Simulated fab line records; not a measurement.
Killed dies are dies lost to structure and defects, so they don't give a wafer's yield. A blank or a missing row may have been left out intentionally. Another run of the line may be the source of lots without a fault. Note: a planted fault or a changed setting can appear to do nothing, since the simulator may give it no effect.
A single fault, viewed from 2 desks ; flow nand_harc ; each desk has only its own numbers; what lay behind them comes last

THE TOOL OWNER'S DESK: pecvd_onon-04
The tool's own readings at NHARC_A_ONON_D1_DEP_06 (target thk 1000 nm): means of the sampled wafers that have a number, for each lot that ran on this tool. Marked OUT: a lot whose mean sits more than 4 standard deviations from the usual mean, which makes it out of limits; the brackets give that distance.
Columns: A = n2o_flow_sccm at NHARC_A_ONON_D1_DEP_06, usual 1999 sccm
lot;first seen here;A
L837;day 8 21:32;2000
L842;day 10 23:49;1999
L844;day 12 00:04;1998
L845;day 12 07:57;1990
L846;day 12 14:33;2004
L855;day 16 16:57;2005
L857;day 17 02:27;2001
This desk's finding: nothing out of limits on any of the 7 lots.

THE METROLOGY DESK
What the gauges read, lot by lot, whatever tool the lot ran on: means of the sampled wafers that have a number. Marked OUT: a lot whose mean sits more than 4 standard deviations from the usual mean, which makes it out of limits; the brackets give that distance.
Columns: A = thk_nm at NHARC_A_SOURCE_PLATE_THK_MEAS_06, usual 200.2 nm; B = thk_nm at NHARC_A_ONON_D1_THK_MEAS_02, usual 1000 nm; C = thk_nm at NHARC_A_ONON_D1_THK_MEAS_08, usual 1001 nm
lot;first seen here;A;B;C
L834;day 7 16:59;200.2;1000;994
L836;day 8 11:57;200.6;992;1014
L837;day 8 20:12;197.4;998;998
L839;day 9 14:55;200.2;993;1004
L840;day 10 07:04;200.4;990;968
L842;day 10 22:16;199.7;988;1004
L844;day 11 22:43;196.8;1010;874 (-12) OUT
L845;day 12 06:35;201.7;999;875 (-11) OUT
L846;day 12 13:17;198.7;996;857 (-13) OUT
L849;day 14 01:46;199.5;1008;980
L855;day 16 15:38;198.6;1020;1001
L856;day 16 15:38;202.3;1006;1010
L857;day 17 01:10;197.5;1001;999
This desk finds L844, L845, L846 out of limits, L844 being first, at day 12 00:31 (thk_nm at NHARC_A_ONON_D1_THK_MEAS_08). In limits: L834, L836, L837, L839, L840, L842, L849, L855, L856, L857.

PUT TOGETHER
An alarm was possible from the metrology desk at day 12 00:31, on L844, L845, L846.
The tool owner's desk saw nothing out of limits.
Tool owner's desk: L844, L845, L846 on record, inside its limits.
On pecvd_onon-04, each named lot ran NHARC_A_ONON_D1_DEP_06.

WHAT THE SIMULATOR HAD PUT IN
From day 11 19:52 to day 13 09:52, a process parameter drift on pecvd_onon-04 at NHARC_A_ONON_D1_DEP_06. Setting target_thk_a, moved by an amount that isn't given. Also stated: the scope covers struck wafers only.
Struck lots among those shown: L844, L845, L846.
Hours from the fault's start to each desk's first reading out of limits: the metrology desk, 5.
